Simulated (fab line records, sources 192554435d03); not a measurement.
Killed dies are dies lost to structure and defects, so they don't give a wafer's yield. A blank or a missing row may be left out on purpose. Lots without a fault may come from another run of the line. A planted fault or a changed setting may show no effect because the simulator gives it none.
fab line records | flow n5_finfet
record lots=4 wafers=11 last_day=14
route steps=1938 shown SD_EPI_N@263 SD_EPI_P@295 PASSIVATION@1936
lots that met no fault: from a run of the same line without faults
start_h: hours from the record's first day to the start of the lot's first wafer shown | wait_h: hours since the lot's step before | " the same as in the row above | L1.1+2: a row that stands for several wafers | - no value, or no start given | * or withheld: withheld | < > ~ a bound
route shown NAME@n: a module of which the file shows steps, and the number in the route of the first | usual: mean/standard deviation of fault-free wafers | same: alike in all rows | chamber/n: place in a boat | sites: the reading at each site | _std_site: their standard deviation | _edge_site: outer sites' mean less inner sites' | radius_mm: how far each site lies from the wafer's centre | mask NAME#n: copy n | behind: the tool/chamber that last shaped the wafer | hold: why the lot was held/for how many hours/how that ended | device: the transistor (n, p or np) that didn't switch | end of line: the same wafers' tests at the end of the route | a step without rows: its recipe alone | killed: dies lost to structure and defects at the first sort, not the wafer's yield | map: a wafer's dies, x killed, . not, _ none there
set.NAME: the setting as run; set.NAME@STEP: as run at that earlier step | model.NAME: the simulator's own value behind a step, which no gauge read
lots at some steps of the route; a table a step, a row a wafer
services: from which hour (start_h, from the record's first day; less than 0 if before it) a tool's chamber was out of use, for how many hours, and why
## steps
# step N5_SD_EPI_N_COAT_33
# recipe resist=SiARC temp_c=220 time_s=60 spin_rpm=1500 resist_thk_nm=35
# step N5_SD_EPI_N_COAT_03
# recipe resist=CAR-ArF-block spin_rpm=1500 resist_thk_nm=150
# step N5_SD_EPI_N_EBR_05
# recipe solvent=PGMEA ebr_width_mm=1.5
# step N5_SD_EPI_N_SOFTBAKE_04
# recipe temp_c=110 time_s=60 resist=CAR-ArF-block
# step N5_SD_EPI_N_EXPOSE_06
# recipe mask_id=SD_N_BLK na=1.35 source_shape=conventional sigma_outer=0.8 polarization=unpolarized target_cd_nm=120 dose_mj=39.75
# step N5_SD_EPI_N_PEB_07
# recipe peb_temp_c=110 peb_time_s=60 resist=CAR-ArF-block
# step N5_SD_EPI_N_DEVELOP_08
# recipe develop_time_s=30 developer=TMAH resist=CAR-ArF-block dev_temp_c=23 rinse_liquid=diw dry=air_spin
# step N5_SD_EPI_N_DESCUM_14
# recipe chemistry=O2 time_s=7.9 source_power_w=50 bias_power_w=20 pressure_mtorr=20 rf_frequency_hz=2.712e+07 temp_c=40 resist=CAR-ArF-block o2_flow_sccm=225
# step N5_SD_EPI_N_ETCH_34
# recipe chemistry=CF4 target=SiARC target_depth_a=455 mask_material=CAR-ArF-block time_s=75.8 ion_energy_ev=80 pressure_mtorr=40 source_w=545 bias_w=36 Ar_flow_sccm=100 cf4_flow_sccm=100 ends=cleared
# step N5_SD_EPI_N_ETCH_35
# recipe chemistry=N2/H2 target=SOC overetch_a=1080 mask_material=SiARC temp_c=40 ion_energy_ev=100 source_w=3000 bias_w=133 pressure_mtorr=20 time_s=486 n2_flow_sccm=200 h2_flow_sccm=200
# usual drypump_motor_current_A=5.9/0.4 h2_flow_sccm=200.0/0.57 n2_flow_sccm=200.0/0.6 oes_product_au=0.70/0.074 rf_vpp_V=240.8/0.99 showerhead_plenum_p_Torr=2.56/0.069 throttle_valve_pct=23.9/0.36
# columns lot.wafer tool chamber start_h wait_h drypump_motor_current_A h2_flow_sccm n2_flow_sccm oes_product_au rf_hours_counter_h rf_vpp_V showerhead_plenum_p_Torr throttle_valve_pct model.SiARC_of_SD_EPI_N_COAT_33.thk_nm model.SD_EPI_N.cd_nm
L993.4 rie_diel-01 3 49.33 0.0 5.6 199.7 200.4 0.76 70 240.6 2.59 24.3 19.2 120.6
L993.5 " 2 " " 6.5 201.3 200.1 0.65 - 242.0 2.61 23.5 19.8 121
L993.6 " 3 " " 5.6 198.8 201.1 0.76 - 239.9 2.59 24.3 19.2 121
L995.1 rie_diel-02 3 62.37 0.0 5.6 200.5 200.2 0.66 177 241.6 2.62 23.5 20 120.2
L995.3 " 2 " " 6.0 201.2 199.6 0.74 60 240.6 2.57 23.5 20.2 120.8
L995.4 " 3 " " 5.6 199.7 200.2 0.66 - 242.2 2.62 23.5 20 118.8
L103.3 rie_diel-01 2 109.34 0.0 6.5 199.2 200.2 0.62 227 240.4 2.60 23.5 22 119
L103.5 " 2 " " 6.5 199.5 200.0 0.63 - 241.5 2.60 23.5 20 120.4
L103.6 " 3 " " 5.6 200.3 200.1 0.74 - 241.7 2.58 24.4 19 121.2
L106.1 rie_diel-01 0 129.12 0.0 5.9 199.7 200.6 0.66 192 238.1 2.41 24.1 20.8 119.6
L106.3 " 2 " " 6.5 200.7 199.2 0.63 236 240.8 2.60 23.5 22.2 118.8
# step N5_SD_EPI_N_STRIP_36
# recipe chemistry=N2/H2 temp_c=40 n2_flow_sccm=200 h2_flow_sccm=200 rf_frequency_hz=6e+07
# step N5_SD_EPI_N_ETCHBACK_44
# recipe chemistry=CH3F/O2 mode=anisotropic_etchback target=SiNx target_depth_a=145 stop_on=SiO2 over_etch_frac=0.3 ion_energy_ev=120 pressure_mtorr=30 source_w=395 bias_w=73 Ar_flow_sccm=150 CH3F_flow_sccm=30 O2_flow_sccm=20
# step N5_SD_EPI_N_ETCH_45
# recipe chemistry=CH3F/O2 target=SiOCN target_depth_a=60 mask_material=SOC ion_energy_ev=60 bias_w=29 pressure_mtorr=15 source_w=410 Ar_flow_sccm=150 CH3F_flow_sccm=30 O2_flow_sccm=20
# step N5_SD_EPI_N_ETCH_16
# recipe chemistry=CHF3/O2 target=SiO2 target_depth_a=50 mask_material=SOC pressure_mtorr=30 source_w=650 bias_w=170 Ar_flow_sccm=200 CHF3_flow_sccm=50 O2_flow_sccm=5 ion_energy_ev=200
# usual drypump_motor_current_A=5.9/0.4 oes_ar_750_au=0.77/0.085 oes_product_au=0.77/0.09 rf_vpp_V=525/8.7 showerhead_plenum_p_Torr=2.42/0.066 throttle_valve_pct=18.99/0.24
# columns lot.wafer tool chamber start_h wait_h drypump_motor_current_A oes_ar_750_au oes_product_au rf_hours_counter_h rf_vpp_V showerhead_plenum_p_Torr throttle_valve_pct model.SiARC_of_SD_EPI_N_COAT_33.thk_nm
L993.4 rie_diel-01 3 49.86 0.1 5.6 0.85 0.87 71 532 2.45 19.19 11.6
L993.5 " 2 " " 6.5 0.72 0.72 - 540 2.49 18.91 12.6
L993.6 " 3 " " 5.6 0.85 0.86 - 535 2.45 19.18 11.6
L995.1 rie_diel-02 3 62.89 0.1 5.6 0.75 0.73 177 538 2.50 18.92 12.8
L995.3 " 2 " " 6.0 0.82 0.82 61 513 2.45 18.56 13
L995.4 " 3 " " 5.6 0.75 0.74 - 537 2.50 18.92 12.8
L103.3 rie_diel-01 2 109.87 0.1 6.5 0.70 0.70 227 541 2.48 18.96 14.8
L103.5 " 2 " " 6.5 0.70 0.71 - 539 2.48 18.93 12.6
L103.6 " 3 " " 5.6 0.83 0.84 - 534 2.44 19.22 11.4
L106.1 rie_diel-01 0 129.64 0.1 5.9 0.72 0.71 193 518 2.29 19.18 13.8
L106.3 " 2 " " 6.4 0.69 0.69 237 540 2.47 18.95 14.8
# step N5_SD_EPI_N_STRIP_47
# recipe chemistry=CHF3/O2 resist=SiARC rf_frequency_hz=6e+07
# step N5_SD_EPI_N_SD_RECESS_17
# recipe chemistry=HBr/Cl2/O2 target_depth_a=410 mask_material=SOC time_s=23.7 bt_time_s=3 pressure_mtorr=10 icp_w=800 bias_w=112 HBr_flow_sccm=150 Cl2_flow_sccm=80 O2_flow_sccm=12
# usual drypump_motor_current_A=5.8/0.51 he_backside_leak_sccm=2.72/0.29 oes_product_au=1.010/0.016 throttle_valve_pct=37.1/0.42
# columns lot.wafer tool chamber start_h wait_h drypump_motor_current_A he_backside_leak_sccm oes_product_au rf_hours_counter_h throttle_valve_pct model.SD_EPI_N.cd_nm
L993.4 rie_si-03 0 49.93 0.0 5.4 2.41 1.027 6 36.8 120.2
L993.5 " 0 " " 5.4 2.36 1.027 - 36.9 120.8
L993.6 " 1 " " 6.0 2.48 1.003 - 37.1 120.8
L995.1 rie_si-05 2 62.96 0.0 6.1 2.52 1.041 8 37.3 120
L995.3 " 3 " " 6.6 2.66 0.983 155 37.2 120.6
L995.4 " 0 " " 5.5 2.56 1.011 72 37.6 118.6
L103.3 rie_si-03 1 109.94 0.0 6.0 2.61 1.001 131 37.1 119
L103.5 " 0 " " 5.4 2.45 1.025 - 36.8 120.2
L103.6 " 1 " " 6.0 2.57 1.002 - 37.2 121.2
L106.1 rie_si-05 0 129.71 0.0 5.5 2.55 1.009 73 37.6 119.6
L106.3 " 1 " " 5.6 3.18 1.003 185 36.6 118.8
# step N5_SD_EPI_N_STRIP_38
# recipe chemistry=N2/H2 power_w=1000 temp_c=250 h2_frac=0.65 overash_fraction=0.3 pressure_mtorr=withheld n2_flow_sccm=1750 h2_flow_sccm=3250
# step N5_SD_EPI_N_WET_ETCH_43
# recipe chemistry=dHF dilution=withheld time_s=14 target=SiO2 target_depth_a=15 temp_c=25
# step N5_SD_EPI_N_STRIP_18
# recipe chemistry=SPM time_s=750 temp_c=130 h2so4_h2o2_vol_ratio=4
# step N5_SD_EPI_N_SRD_20
# recipe dry=ipa_marangoni do_ppb=5 time_s=30 temp_c=23 rinse_liquid=diw
# step N5_SD_EPI_N_PRECLEAN_48
# recipe chemistry=NF3:NH3 afs_cycles=2 temp_c=30 time_s=20 sublimation_temp_c=180 sublimation_time_s=60 pressure_torr=3 rf_power_w=30
# step N5_SD_EPI_N_VAPOR_ETCH_50
# recipe chemistry=HCl target=Si temp_c=775 time_s=54 pressure_torr=20 mode=isotropic
# step N5_SD_EPI_N_EPI_21
# recipe material=Si:P dopant=P temp_c=680 pressure_torr=255 time_s=690
# step N5_SD_EPI_N_PRECLEAN_24
# recipe chemistry=O3/DIW time_s=60 temp_c=22 o3_ppm=10
# step N5_SD_EPI_N_SRD_25
# recipe time_s=30 temp_c=23 rinse_liquid=diw dry=ipa_marangoni
# step N5_SD_EPI_N_PRECLEAN_49
# recipe chemistry=NF3:NH3 afs_cycles=1 temp_c=30 time_s=20 sublimation_temp_c=180 sublimation_time_s=60 pressure_torr=3 rf_power_w=30
# step N5_SD_EPI_N_LINER_46
# recipe material=SiNx target_thk_a=30 temp_c=400 ald_precursor_family=SiH2I2 ald_co_reactant=N2/H2-plasma pressure_torr=2
# step N5_SD_EPI_P_COAT_34
# recipe resist=SOC temp_c=250 time_s=60 spin_rpm=1500 resist_thk_nm=350
# step N5_SD_EPI_P_COAT_35
# recipe resist=SiARC temp_c=220 time_s=60 spin_rpm=1500 resist_thk_nm=35
# step N5_SD_EPI_P_COAT_03
# recipe resist=CAR-ArF-block spin_rpm=1500 resist_thk_nm=150
# step N5_SD_EPI_P_EBR_05
# recipe solvent=PGMEA ebr_width_mm=1.5
# step N5_SD_EPI_P_SOFTBAKE_04
# recipe temp_c=110 time_s=60 resist=CAR-ArF-block
# step N5_SD_EPI_P_EXPOSE_06
# recipe mask_id=SD_P_BLK na=1.35 source_shape=conventional sigma_outer=0.8 polarization=unpolarized target_cd_nm=240 dose_mj=39.5
# step N5_SD_EPI_P_PEB_07
# recipe peb_temp_c=110 peb_time_s=60 resist=CAR-ArF-block
# step N5_SD_EPI_P_DEVELOP_08
# recipe develop_time_s=30 developer=TMAH resist=CAR-ArF-block dev_temp_c=23 rinse_liquid=diw dry=air_spin
# step N5_PASSIVATION_PROBE_49
# usual killed_at_M0_to_M3=33/9.1 killed_at_M4_up=14/5.6 killed_at_contacts=13/5.7 killed_at_front_end=42/12 killed_at_other=4/3 killed_dies=105/16 killed_on_rim=13/4 killed_open=69/11 killed_short=34/7.5
# same gross_dies=1180 killed_at_back_side=0
# columns lot.wafer tool chamber start_h wait_h killed_at_M0_to_M3 killed_at_M4_up killed_at_contacts killed_at_front_end killed_at_other killed_dies killed_on_rim killed_open killed_short
L103.3 prober-01 - 323.15 0.1 14 12 22 372 2 422 46 54 38
L103.5 prober-01 - 323.25 0.2 29 4 16 39 1 89 11 54 33
L103.6 prober-01 - 323.30 0.3 29 11 18 30 5 93 8 56 36
L106.3 prober-02 - 341.55 0.1 31 12 4 369 4 420 69 55 24
# killed by level:class
L103.3 SD_EPI_N:area_etch=329 MOL_CONTACT_COAG:geometric_particle:open=17 FIN_SAQP:geometric_particle:short=8 FIN_SAQP:geometric_particle:open=7 STARTING-WAFER:geometric_particle:short=7 GATE_CUT:geometric_particle:short=6 STI_FIN_REVEAL:geometric_particle:open=5 BEOL_M0_SAQP:geometric_particle:short=5
L103.5 MOL_CONTACT_COAG:geometric_particle:open=14 FIN_SAQP:geometric_particle:short=8 STI_FIN_REVEAL:geometric_particle:open=8 BEOL_M2:geometric_particle:open=7 BEOL_M0_SAQP:geometric_particle:short=6 DUMMY_GATE:geometric_particle:open=5 BEOL_M3:geometric_particle:open=5 BEOL_M0_SAQP:geometric_particle:open=3
L103.6 MOL_CONTACT_COAG:geometric_particle:open=13 FIN_SAQP:geometric_particle:short=8 BEOL_M0_SAQP:geometric_particle:open=8 GATE_CUT:geometric_particle:short=6 BEOL_M2:geometric_particle:open=6 STI_FIN_REVEAL:geometric_particle:open=5 BEOL_M0_SAQP:geometric_particle:short=5 BEOL_M4:geometric_particle:open=5
L106.3 SD_EPI_N:area_etch=341 BEOL_M2:geometric_particle:open=12 STI_FIN_REVEAL:geometric_particle:open=6 FIN_SAQP:geometric_particle:open=5 FIN_SAQP:geometric_particle:short=5 BEOL_M0_SAQP:geometric_particle:short=5 BEOL_M1:geometric_particle:open=5 BEOL_M4:geometric_particle:open=5
# map L103.3 (x killed, . not)
_________________x......x....________________
______________..x....x...x......_____________
___________...xxxxxx.............x.__________
__________.....x.xxx.x..xx.........._________
________.......x.x.x..xx..........x..._______
_______x..x.x....xxxxx.x.......x.......______
______..x......x.xx..xxx.x.............._____
_____..xx.xx.x.xxxxxx..x...............x.____
____..x....xxxx.xxx.x.xx..................___
___xx.....x...xx.xxxxxx.x.....x....x.......__
___.xx.......xxxxxx.xxx......x..x.x........__
__.xxxx.....x.xx.xxx.xxxxxx.xx.x.x...x......_
__xxx.xx..x..xx..xxx.xxx.x..xxxxx.xxx.x.x..._
_.......x..xx.x.x..xxxxxx.....xxx...x.xx.....
_x...x.........xxxxxxx.xxx........xx.x....x..
_...x..........xxx.xxxxx..x....xx....x.......
_.....xx..x....xxxxxxx.x.x.....x..x..x...xx..
_x...x.....x...x....x.x...xx......xxxxx.x.x..
_....x....x..xx.xxxx...............x.xx.x.xx.
_..............x.x.....x..........xxxxxxxxxx.
_..x.x.x..x....x...xx...........x.x.xxxxxxxxx
__...x.x.....xx.xx...x.x..........xxxxxxxxxx_
__.....x.x.......x.x......xx........xxxxxxxx_
___...x..x............xxx....x..x...xxxxxxx__
___..x.x.x.x...x............x......xxx.x.xx__
____x....xxxx......xx.......xx........xxx.___
_____.x...x.x......x.xx..xx.xx....x...x.x____
______xx...x..xx.....xxxxx.x...x.....x.._____
_______.xxxxx...x.x..x.xx.x..x........x______
________xxx..xx...xx.xxxxx.x.x.x......_______
__________xx......x..xx..x.xxx......_________
___________xx.x.....x.x.xxxx.xxxx..__________
______________x.x..x..x..xxx..x._____________
_________________x.....x.x.x.________________
# map L106.3 (x killed, . not)
_________________xxx.xxxxx.x.________________
______________..x..xxx.xxxxxxx.._____________
___________x.x.x....xx.xx.x.xxxx.x.__________
__________xx....xxxxxxx.xxxx.x.x.xxx_________
________..x...x..xxx..xx...xx.x..xx.xx_______
_______.......x..xx.xxxx.x.xx........x.______
______x.....x..x..x.x.xxx...xxx....xxxxx_____
_____x.xx.x.......x..x.x.xx..........x.x.____
____..x.xxxxx.x..xxx.......x......x..x.xxx___
___xxx.xx...xxx.x.xxxx.xxx......x..xxxx....__
___....x..xx..x.xxxxxx...x............xxx..__
__xx.xxxxxxx.x.xx...xxx.x....xx.x.x.xx...x.._
__..x.xx...xxxxxxx.x.xxxx........xxx.xx.x..._
_......x.x...x...xx.xxxxx...x...xxx...x....x.
_....xxx.........x.xx.....x.....xxx.x.xxx.x..
_............xx.xx.xx.xx............xxxxx..x.
_x............xxx.xxxxxx...x.....x...xxx...x.
_............x...x...x..x.....x......x...x...
_...............x.xxx.x.............x..x...x.
_xxx....x.x....x...x.x..........x.xxxx.x.xxxx
_.....x............x.xx........x...x.xxxxxx..
__.....x...x.............x........x..xxxxxxx_
__xx......x...x.x..................xx.xxxxxx_
___....x.....x.x..x....x..x..........xx..xx__
___.x...xxx.x.x.x..........xx.........xxxxx__
____......x...x....x......x..........xx.xx___
_____.x.x.......x...........x.....x.x....____
______x....x..x.x.....x...x.....x..x...x_____
_______xxxx.xxxx........x..x.x.......xx______
________x.xxxxxx.....x................_______
__________x..xxx.x......xxx..x......_________
___________x.xx..x.x.............x.__________
______________....x....x.xx.x..._____________
_________________x...xx.....x________________
## services
# columns tool chamber start_h hours kind
rie_diel-02 2 28.82 5.0 repair
rie_diel-02 1 59.17 - clean
rie_diel-02 1 59.17 - consumable_replace:focus_ring
rie_diel-02 1 59.17 15.3 scheduled_down
rie_diel-02 1 59.17 15.3 vent_cycle
rie_diel-02 - 63.58 14.6 pm
rie_diel-01 - 72.88 0.5 repair
rie_diel-01 1 118.84 - clean
rie_diel-01 1 118.84 - consumable_replace:focus_ring
rie_diel-01 1 118.84 22.1 scheduled_down
rie_diel-01 1 118.84 22.1 vent_cycle
## key
first_sign step=N5_PASSIVATION_PROBE_49 reading=killed_at_front_end direction=up sigmas=27 usual=42 struck=370
effect step=N5_PASSIVATION_PROBE_49 reading=killed_dies direction=up sigmas=20 usual=105 struck=421
model_effect step=N5_SD_EPI_N_ETCH_35 value=SiARC_of_SD_EPI_N_COAT_33.thk_nm without=19.8 struck=22.1
model_effect step=N5_SD_EPI_N_ETCH_16 value=SiARC_of_SD_EPI_N_COAT_33.thk_nm without=12.5 struck=14.8
model_effect step=N5_SD_EPI_N_SD_RECESS_17 value=SD_EPI_N.cd_nm without=121.3 struck=118.9
more_kills_born_at N5_SD_EPI_N_ETCH_35@rie_diel-01=670
met_at N5_SD_EPI_N_ETCH_35
struck_wafers L103.3,L106.3
tester_left_out L103,L106
onset_between 49.33 109.34
fault kind=process_parameter_drift tool=rie_diel-01 chamber=- onset_h=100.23 steps=N5_SD_EPI_N_ETCH_35 channel=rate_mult offset=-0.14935 shape=step end_h=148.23 scope=struck_wafers_only
# tester_left_out: of these lots the tester's yield and bins aren't shown, on N5 and GAA mostly nor the transistor test; their killed dies are dies lost to structure and defects alone, not to doping, threshold or leakage, so they don't give the yield
